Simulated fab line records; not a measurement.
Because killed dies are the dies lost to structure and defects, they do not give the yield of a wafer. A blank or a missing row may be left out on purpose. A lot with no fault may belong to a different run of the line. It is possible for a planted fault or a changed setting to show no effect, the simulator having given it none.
Matching of chambers    flow n5-finfet    N5_BEOL_M11_DEP_56 on pecvd-02 has 3 sister chambers
The step deposits SiCN from 3MS/NH3, target thk 30 nm, time 10.5 s. 6 wafers are shown with their chamber, then 9 later ones without.

== WAFERS PAIRED WITH THEIR CHAMBERS ==
wafer   chamber  throttle-valve-pct (%)  showerhead-plenum-p-Torr (Torr)
L086.1  0        20.5                    4.172
L086.2  1        18.6                    4.151
L086.5  2        18.9                    4.163
L085.1  0        20.8                    4.160
L085.3  2        19.0                    4.159
L085.6  1        18.4                    4.144

== WAFERS MISSING THEIR CHAMBER ==
wafer   throttle-valve-pct (%)  showerhead-plenum-p-Torr (Torr)
L087.1  20.6                    4.165
L087.4  20.8                    4.167
L087.6  18.7                    4.153
L092.2  18.4                    4.156
L092.3  20.6                    4.167
L092.5  18.1                    4.156
L097.1  20.6                    4.151
L097.2  18.6                    4.159
L097.6  18.6                    4.159

== THE CHAMBER EACH PASSED THROUGH ==
wafer   from the rows above      in truth
L087.1  0                        0
L087.4  0                        0
L087.6  can't be placed: 1 or 2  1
L092.2  1                        1
L092.3  0                        0
L092.5  1                        1
L097.1  0                        0
L097.2  can't be placed: 1 or 2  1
L097.6  can't be placed: 1 or 2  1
Correctly placed: 6 of 9. From these rows, 3 cannot be placed; in 3 the true chamber is one of the candidates. Wrongly placed: 0.
How it was worked out, from the rows above alone: a wafer's distance from a chamber is the root of the sum, over the readings, of the square of ((its reading less the chamber's mean) divided by the reading's scatter). The wafer belongs to the nearest chamber; if the next one is less than 2 further off, it can't be placed. The mean given for a chamber averages the wafers shown for that chamber. How the scatter is found: for the shown wafers, subtract from each reading the mean of its chamber, square and add these, divide the total by (wafers less chambers), then take the root.
